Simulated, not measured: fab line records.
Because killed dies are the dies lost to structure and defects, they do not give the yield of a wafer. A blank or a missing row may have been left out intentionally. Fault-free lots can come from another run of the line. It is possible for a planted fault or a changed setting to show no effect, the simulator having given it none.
Chamber matching ; flow n5Finfet ; 3 sister chambers for N5_BEOL_M1_DEP_57 on pecvd-04
The step deposits SiCN from 3MS/NH3, target thk 8 nm, time 14 s. 3 wafers are shown with their chamber, then 7 later ones without.

== WAFERS PAIRED WITH THEIR CHAMBERS ==
wafer;chamber;showerheadPlenumPTorr (Torr)
L086.4;2;3.654
L088.1;0;3.669
L088.2;1;3.644

== WAFERS MISSING THEIR CHAMBER ==
wafer;showerheadPlenumPTorr (Torr)
L088.3;3.651
L094.1;3.658
L094.4;3.669
L094.5;3.665
L095.1;3.651
L095.3;3.681
L095.5;3.665

== WHICH CHAMBER EACH WENT THROUGH ==
wafer;from the rows above;in truth
L088.3;can't be placed: 2 or 1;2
L094.1;can't be placed: 2 or 0 or 1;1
L094.4;0;0
L094.5;can't be placed: 0 or 2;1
L095.1;can't be placed: 2 or 1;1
L095.3;0;0
L095.5;can't be placed: 0 or 2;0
Correctly placed: 2 of 7. From these rows, 5 cannot be placed; in 4 the true chamber is one of the candidates. Number placed wrongly: 0.
How it was worked out, from the rows above alone: a wafer's distance from a chamber is the root of the sum, over the readings, of the square of ((its reading less the chamber's mean) divided by the reading's scatter). The wafer belongs to the nearest chamber; if the next one is less than 2 further off, it can't be placed. The mean given for a chamber averages the wafers shown for that chamber. The scatter: root of mean squared gap, hidden wafer to nearest shown wafer, with one shown wafer a chamber.
